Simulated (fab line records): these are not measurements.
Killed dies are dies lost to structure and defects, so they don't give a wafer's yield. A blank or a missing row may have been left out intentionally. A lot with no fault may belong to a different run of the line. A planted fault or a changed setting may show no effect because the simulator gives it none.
Matching of chambers	flow n5Finfet	N5_BEOL_M4_ALD_98 on aldSin-02: 4 sister chambers
The step deposits SiO2, target thk 2.5 nm, pulse time 1 s, co reactant pulse time 1 s. 4 wafers are shown with their chamber, then 10 later ones without.

## WAFERS, EACH WITH ITS CHAMBER
wafer	chamber	heaterPowerW (W)
L086.4	0	89
L090.3	2	87
L090.4	1	76
L091.5	3	75

## WAFERS MISSING THEIR CHAMBER
wafer	heaterPowerW (W)
L091.6	86
L092.2	74
L092.5	74
L092.6	85
L094.1	86
L094.5	89
L094.6	86
L097.1	80
L097.2	86
L097.3	89

## CHAMBER TAKEN BY EACH
wafer	from the rows above	in truth
L091.6	can't be placed: 2 or 0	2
L092.2	can't be placed: 3 or 1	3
L092.5	can't be placed: 3 or 1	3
L092.6	can't be placed: 2 or 0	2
L094.1	can't be placed: 2 or 0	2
L094.5	can't be placed: 0 or 2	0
L094.6	can't be placed: 2 or 0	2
L097.1	can't be placed: 1 or 3 or 2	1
L097.2	can't be placed: 2 or 0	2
L097.3	can't be placed: 0 or 2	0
0 of 10 placed correctly. Unplaceable from these rows: 10, with the true chamber sitting among the candidates in 10. Wrongly placed: 0.
How it was worked out, from the rows above alone: a wafer's distance from a chamber is the root of the sum, over the readings, of the square of ((its reading less the chamber's mean) divided by the reading's scatter). If the next closest chamber is less than 2 further off than the closest, the wafer can't be placed; otherwise it belongs to the closest. A chamber's mean is the mean of its shown wafers. The scatter: root of mean squared gap, hidden wafer to nearest shown wafer, with one shown wafer a chamber.
